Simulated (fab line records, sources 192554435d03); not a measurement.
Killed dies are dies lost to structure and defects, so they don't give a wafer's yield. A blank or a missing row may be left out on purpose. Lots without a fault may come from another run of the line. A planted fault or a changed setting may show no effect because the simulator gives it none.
fab line records | flow n5_finfet
record lots=10 wafers=27 last_day=18
route steps=1938 shown BEOL_M14@1750 BEOL_M15@1773
lots that met no fault: from a run of the same line without faults
start_h: hours from the record's first day to the start of the lot's first wafer shown | wait_h: hours since the lot's step before | " the same as in the row above | L1.1+2: a row that stands for several wafers | - no value, or no start given | * or withheld: withheld | < > ~ a bound
route shown NAME@n: a module of which the file shows steps, and the number in the route of the first | usual: mean/standard deviation of fault-free wafers | same: alike in all rows | chamber/n: place in a boat | sites: the reading at each site | _std_site: their standard deviation | _edge_site: outer sites' mean less inner sites' | radius_mm: how far each site lies from the wafer's centre | mask NAME#n: copy n | behind: the tool/chamber that last shaped the wafer | hold: why the lot was held/for how many hours/how that ended | device: the transistor (n, p or np) that didn't switch | end of line: the same wafers' tests at the end of the route | a step without rows: its recipe alone | killed: dies lost to structure and defects at the first sort, not the wafer's yield | map: a wafer's dies, x killed, . not, _ none there
set.NAME: the setting as run; set.NAME@STEP: as run at that earlier step | model.NAME: the simulator's own value behind a step, which no gauge read
steps of the route over a sample of lots; a table a step, a row a wafer
services: from which hour (start_h, from the record's first day; less than 0 if before it) a tool's chamber was out of use, for how many hours, and why
## steps
# step N5_BEOL_M14_ETCH_67
# recipe chemistry=CF4 target=SiARC target_depth_a=1430 time_s=238.3 ion_energy_ev=80 pressure_mtorr=40 source_w=545 bias_w=36 Ar_flow_sccm=100 cf4_flow_sccm=100 ends=cleared
# usual drypump_motor_current_A=5.8/0.43 etch_rf_on_time_s=236/7.6 oes_product_au=0.72/0.066 rf_vpp_V=184.3/1.1 showerhead_plenum_p_Torr=2.17/0.06 throttle_valve_pct=15.50/0.17
# columns lot.wafer tool chamber start_h wait_h drypump_motor_current_A etch_rf_on_time_s oes_product_au rf_hours_counter_h rf_vpp_V showerhead_plenum_p_Torr throttle_valve_pct
L214.4 rie_diel-06 2 259.00 0.0 6.4 240 0.76 40 184.5 2.17 15.32
L214.6 " 0 " " 5.3 248 0.56 - 182.9 2.05 15.90
L215.1 rie_diel-06 2 266.03 0.0 6.4 241 0.75 43 184.0 2.16 15.32
L215.2 " 1 " " 6.5 232 0.78 29 182.9 2.20 15.32
L215.4 " 0 " " 5.3 248 0.56 239 183.2 2.05 15.89
L217.2 rie_diel-06 0 273.26 0.0 5.4 248 0.56 241 182.5 2.05 15.88
L217.5 " 0 " " 5.3 249 0.56 - 183.2 2.05 15.90
L217.6 " 3 " " 5.7 233 0.72 - 184.9 2.17 15.33
L216.2 rie_diel-05 0 283.19 0.0 5.4 253 0.71 50 184.4 2.09 15.47
L216.3 " 1 " " 6.1 236 0.70 71 182.6 2.17 15.34
L220.1 rie_diel-04 2 290.05 0.0 5.8 238 0.66 151 185.1 2.23 15.81
L220.3 " 0 " " 5.3 234 0.76 33 184.2 2.18 15.52
L220.4 " 3 " " 5.3 227 0.82 5 183.0 2.11 15.54
L221.2 rie_diel-05 0 290.63 0.0 5.4 254 0.71 54 181.9 2.09 15.48
L221.3 " 2 " " 5.7 237 0.63 166 184.8 2.23 15.73
L221.5 " 1 " " 6.1 234 0.71 - 184.4 2.17 15.34
L225.1 rie_diel-04 2 339.50 0.0 5.8 239 0.64 168 185.3 2.23 15.83
L225.2 " 1 " " 5.4 235 0.76 33 185.5 2.18 15.39
L225.6 " 2 " " 5.8 239 0.65 - 186.7 2.23 15.82
L229.2 rie_diel-05 2 373.78 0.0 5.7 235 0.61 196 184.0 2.22 15.79
L229.4 " 0 " " 5.3 254 0.67 85 183.7 2.08 15.53
L229.6 " 0 " " 5.4 254 0.68 - 183.4 2.08 15.53
L234.2 rie_diel-06 3 392.71 0.0 5.7 231 0.69 92 184.2 2.16 15.40
L234.3 " 0 " " 5.3 238 0.79 24 183.2 2.29 15.49
L234.5 " 1 " " 6.4 228 0.74 - 185.5 2.19 15.38
L237.2 rie_diel-06 2 403.61 0.0 6.4 237 0.72 82 184.4 2.15 15.41
L237.4 " 3 " " 5.7 232 0.68 98 184.6 2.16 15.43
# step N5_BEOL_M14_DEGAS_41
# recipe ambient=vacuum temp_c=300 time_s=60
# usual heater_power_w=456/32
# columns lot.wafer tool chamber start_h wait_h heater_power_w
L214.4 pvd_sputter-03 - 259.92 0.0 448
L214.6 " - " " 438
L215.1 pvd_sputter-03 - 268.79 0.3 489
L215.2 " - " " 445
L215.4 " - " " 441
L217.2 pvd_sputter-01 - 275.66 0.4 416
L217.5 " - " " 424
L217.6 " - " " 421
L216.2 pvd_sputter-02 - 286.44 0.3 466
L216.3 " - " " 519
L220.1 pvd_sputter-01 - 295.37 0.2 427
L220.3 " - " " 418
L220.4 " - " " 446
L221.2 pvd_sputter-01 - 296.39 0.4 423
L221.3 " - " " 456
L221.5 " - " " 434
L225.1 pvd_sputter-02 - 340.74 0.2 453
L225.2 " - " " 505
L225.6 " - " " 426
L229.2 pvd_sputter-01 - 375.57 0.2 430
L229.4 " - " " 464
L229.6 " - " " 423
L234.2 pvd_sputter-02 - 397.05 0.2 506
L234.3 " - " " 440
L234.5 " - " " 501
L237.2 pvd_sputter-02 - 412.81 0.4 462
L237.4 " - " " 432
# step N5_BEOL_M14_CMP_49
# recipe stop_on=SiO2 t_overpolish_s=5.2 down_force_psi=2 platen_rpm=80 clearing_platen_down_force_psi=2 clearing_platen_rpm=80 post_cmp_clean=cu_alkaline target_thk_nm=560 clearing_platen_pad_velocity_m_s=1.5917 pad_velocity_m_s=1.5917
# usual barrier_field_endpoint_s=11.6/0.39 motor_current_A=7.9/0.93 overpolish_run_s=5.200/0.0091 slurry_flow_ml_min=150.0/0.49 time_to_endpoint_s=126/6.8
# columns lot.wafer tool chamber start_h wait_h barrier_field_endpoint_s motor_current_A overpolish_run_s slurry_flow_ml_min time_to_endpoint_s
L214.4 cmp-03 1 260.84 0.2 12.0 7.6 5.207 150.2 133
L214.6 " 0 " " 12.2 7.4 5.209 150.2 139
L215.4 cmp-04 0 270.12 0.1 11.8 8.5 5.203 150.2 127
L215.1 " 1 " " 11.2 7.0 5.202 150.3 119
L215.2 " 3 " " 11.6 7.7 5.197 150.0 125
L217.2 cmp-04 1 276.89 0.3 11.4 7.0 5.194 150.4 120
L217.5 " 0 " " 11.4 8.0 5.183 149.1 121
L217.6 " 1 " " 11.3 6.6 5.180 149.2 116
L216.2 cmp-01 0 287.32 0.2 11.5 7.0 5.183 150.4 124
L216.3 " 3 " " 11.7 6.9 5.199 149.7 127
L220.1 cmp-03 3 296.21 0.3 11.4 7.4 5.183 150.2 122
L220.3 " 0 " " 12.0 7.5 5.197 151.2 131
L220.4 " 1 " " 11.8 7.2 5.195 149.8 127
L221.3 cmp-03 3 297.29 0.2 11.4 7.5 5.205 150.4 120
L221.2 " 1 " " 12.1 7.6 5.195 149.6 131
L221.5 " 0 " " 12.3 7.6 5.197 150.1 134
L225.1 cmp-03 1 341.67 0.3 12.6 7.1 5.207 150.1 135
L225.2 " 2 " " 11.5 9.4 5.198 149.7 127
L225.6 " 2 " " 11.6 9.9 5.185 149.8 126
L229.2 cmp-03 3 376.47 0.2 11.3 7.6 5.208 150.0 121
L229.4 " 0 " " 12.2 7.0 5.201 150.4 139
L229.6 " 0 " " 12.1 7.3 5.206 149.6 139
L234.3 cmp-03 0 398.43 0.2 11.4 7.5 5.197 149.8 129
L234.2 " 2 " " 10.9 10.0 5.214 149.5 119
L234.5 " 0 " " 11.5 7.5 5.202 150.1 133
L237.4 cmp-03 2 413.90 0.2 11.4 9.6 5.204 150.4 124
L237.2 " 3 " " 11.4 7.6 5.197 150.3 122
# step N5_BEOL_M15_ILD_DEP_00
# recipe material=SiO2 target_thk_a=16293 temp_c=400 precursor=TEOS/O2 pressure_torr=6.5 rf_w=900 teos_flow_sccm=161.4 gas=O2 flow_sccm=2650 time_s=346.1
# usual heater_power_w=586/92 run_length_s=389.2/0.41 showerhead_plenum_p_Torr=8.376/0.021 throttle_valve_pct=18.4/0.59
# columns lot.wafer tool chamber start_h wait_h heater_power_w run_length_s showerhead_plenum_p_Torr throttle_valve_pct
L214.4 pecvd-04 2 261.36 0.1 654 389.2 8.357 18.2
L214.6 " 1 " " 513 389.1 8.385 19.5
L215.1 pecvd-01 1 270.61 0.0 679 390.2 8.399 17.6
L215.2 " 0 " " 487 388.6 8.377 18.1
L215.4 " 0 " " 581 388.5 8.398 17.7
L217.2 pecvd-01 1 277.34 0.0 730 389.4 8.374 17.6
L217.5 " 1 " " 573 389.9 8.395 17.9
L217.6 " 2 " " 489 388.4 8.357 18.2
L216.2 pecvd-04 1 287.80 0.0 385 389.1 8.371 19.9
L216.3 " 0 " " 629 389.3 8.368 18.3
L220.1 pecvd-01 2 296.70 0.0 600 388.4 8.368 18.5
L220.3 " 0 " " 613 388.9 8.376 18.0
L220.4 " 0 " " 472 389.0 8.395 17.6
L221.2 pecvd-04 1 297.78 0.0 500 389.6 8.401 19.8
L221.3 " 2 " " 618 389.7 8.379 18.6
L221.5 " 0 " " 598 389.0 8.373 18.4
L225.1 pecvd-04 1 342.16 0.0 516 389.2 8.384 19.9
L225.2 " 2 " " 617 389.4 8.365 18.8
L225.6 " 1 " " 372 389.6 8.390 19.4
L229.2 pecvd-01 2 376.99 0.0 600 388.3 8.358 18.6
L229.4 " 0 " " 477 655.3 8.403 17.9
L229.6 " 2 " " 490 388.4 8.336 18.3
L234.2 pecvd-01 1 398.91 0.0 711 389.6 8.382 17.4
L234.3 " 0 " " 580 654.7 8.398 18.0
L234.5 " 0 " " 469 654.8 8.399 18.1
L237.2 pecvd-04 0 414.31 0.0 745 388.9 8.346 18.2
L237.4 " 1 " " 381 390.1 8.364 17.6
# step N5_BEOL_M15_THK_MEAS_01
# recipe reads=SiO2_of_BEOL_M15_ILD_DEP_00
# usual M15_ILD_THK=1626/24
# columns lot.wafer tool chamber start_h wait_h M15_ILD_THK[nm]
L214.4 film_metro-02 - 261.50 0.0 1632
L214.6 " - " " 1664
L215.1 film_metro-01 - 270.86 0.1 1640
L215.2 " - " " 1623
L215.4 " - " " 1645
L217.2 film_metro-01 - 277.59 0.1 1614
L217.5 " - " " 1643
L217.6 " - " " 1624
L216.2 film_metro-01 - 288.05 0.1 1624
L216.3 " - " " 1599
L220.1 film_metro-01 - 296.95 0.1 1603
L220.3 " - " " 1602
L220.4 " - " " 1613
L221.2 film_metro-02 - 298.03 0.1 1670
L221.3 " - " " 1626
L221.5 " - " " 1663
L225.1 film_metro-01 - 342.41 0.1 1642
L225.2 " - " " 1591
L225.6 " - " " 1663
L229.2 film_metro-01 - 377.24 0.1 1626
L229.4 " - " " 2906
L229.6 " - " " 1641
L234.2 film_metro-01 - 399.17 0.1 1624
L234.3 " - " " 2878
L234.5 " - " " 2924
L237.2 film_metro-01 - 414.56 0.1 1621
L237.4 " - " " 1637
# step N5_BEOL_M15_CD_MEAS_17
# recipe target_cd_nm=360 polarity=opening
# usual cd_nm=361.9/2.7
# columns lot.wafer tool chamber start_h wait_h cd_nm
L214.4 cd_sem-03 - 262.39 0.0 365.6
L214.6 " - " " 362.5
L215.1 cd_sem-03 - 271.94 0.0 363.6
L215.2 " - " " 359.7
L215.4 " - " " 360.8
L217.2 cd_sem-03 - 278.85 0.0 364.2
L217.5 " - " " 363.3
L217.6 " - " " 361.8
L216.2 cd_sem-03 - 288.94 0.0 366.0
L216.3 " - " " 363.5
L220.1 cd_sem-01 - 297.84 0.0 362.3
L220.3 " - " " 361.3
L220.4 " - " " 365.8
L221.2 cd_sem-03 - 299.06 0.0 363.5
L221.3 " - " " 361.6
L221.5 " - " " 362.4
L225.1 cd_sem-01 - 343.42 0.0 361.5
L225.2 " - " " 357.2
L225.6 " - " " 363.9
L229.2 cd_sem-02 - 378.43 0.0 363.1
L229.4 " - " " 375.0
L229.6 " - " " 363.5
L234.2 cd_sem-01 - 400.20 0.0 363.0
L234.3 " - " " 373.2
L234.5 " - " " 375.3
L237.2 cd_sem-03 - 415.72 0.0 363.1
L237.4 " - " " 358.5
## services
# columns tool chamber start_h hours kind
pecvd-04 0 238.10 - calibration
rie_diel-05 3 242.46 40.9 repair
pecvd-01 2 245.23 12.9 repair
rie_diel-04 1 252.29 3.0 repair
cmp-03 - 265.10 2.1 repair
rie_diel-06 2 275.94 2.5 repair
cmp-01 - 278.70 4.0 pm
cmp-01 - 284.29 0.9 repair
rie_diel-06 0 300.33 - clean
rie_diel-06 0 300.33 - consumable_replace:focus_ring
rie_diel-06 0 300.33 - consumable_replace:showerhead
rie_diel-06 0 300.33 15.9 scheduled_down
rie_diel-06 0 300.33 15.9 vent_cycle
pecvd-01 1 303.86 4.9 repair
pecvd-04 0 316.97 5.5 scheduled_down
pecvd-04 - 372.50 1.2 repair
cmp-04 - 374.61 1.0 repair
pecvd-04 1 383.62 - clean
pecvd-04 1 383.62 - consumable_replace:showerhead
pecvd-04 1 383.62 29.0 scheduled_down
cmp-01 - 405.79 5.3 pm
pvd_sputter-01 - 406.01 6.9 repair
cmp-04 - 407.01 4.0 pm
rie_diel-05 0 414.10 5.3 repair
## key
first_sign step=N5_BEOL_M15_ILD_DEP_00 reading=run_length_s direction=up sigmas=99+ usual=* struck=*
effect step=N5_BEOL_M15_THK_MEAS_01 reading=M15_ILD_THK direction=up sigmas=54 usual=1626 struck=2903
effect step=N5_BEOL_M15_CD_MEAS_17 reading=cd_nm direction=up sigmas=4.8 usual=361.9 struck=374.5
met_at N5_BEOL_M15_ILD_DEP_00
struck_lots L229,L234
struck_wafers L229.4,L234.3,L234.5
not_acting_at N5_BEOL_M14_ETCH_67,N5_BEOL_M14_DEGAS_41,N5_BEOL_M14_CMP_49
onset_between 296.70 376.99
fault kind=process_parameter_drift tool=pecvd-01 chamber=0 onset_h=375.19 steps=N5_BEOL_M15_ILD_DEP_00 channel=time_s offset=* shape=step end_h=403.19 acts_in=* stated=*
